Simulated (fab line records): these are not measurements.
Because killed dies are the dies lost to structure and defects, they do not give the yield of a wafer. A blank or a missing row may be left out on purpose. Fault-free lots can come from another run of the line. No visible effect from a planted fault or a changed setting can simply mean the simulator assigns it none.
The same fault as seen by 2 desks	flow nand harc	each desk has only its own numbers; what lay behind them comes last

== FOR THE TOOL OWNER'S DESK: krf scanner-02 ==
The tool's own readings at NHARC_P_ZERO_WELL_EXPOSE_08 (exposes mask P ZERO, target cd 500 nm): means of the sampled wafers that have a number, for each lot that ran on this tool. Marked OUT: a lot whose mean sits more than 4 standard deviations from the usual mean, which makes it out of limits; the brackets give that distance.
Columns: A = focus offset nm at NHARC_P_ZERO_WELL_EXPOSE_08, usual 0.0 nm
lot	first seen here	A
L520	day 3 13:05	-0.2
L534	day 9 08:59	-0.3
L536	day 10 05:07	0.7
This desk's finding: nothing out of limits on any of the 3 lots.

== THE DEFECT DESK ==
For each lot, the counts of the inspections along the route, averaged over the sampled wafers that have a number. Marked OUT: a lot whose mean sits more than 4 standard deviations from the usual mean, which makes it out of limits; the brackets give that distance.
Columns: A = raw defect count at NHARC_P_START_INSPECT_01, usual 3.9
lot	first seen here	A
L520	day 3 12:02	4.0
L523	day 4 18:02	5.7
L534	day 9 08:03	4.0
L536	day 10 04:02	4.0
L538	day 11 00:02	2.3
L539	day 11 10:02	5.0
This desk's finding: nothing out of limits on any of the 6 lots.

== PUT TOGETHER ==
Nothing out of limits was seen by the tool owner's desk.
No out-of-limits result turned up at the defect desk.

== WHAT THE SIMULATOR HAD INSERTED ==
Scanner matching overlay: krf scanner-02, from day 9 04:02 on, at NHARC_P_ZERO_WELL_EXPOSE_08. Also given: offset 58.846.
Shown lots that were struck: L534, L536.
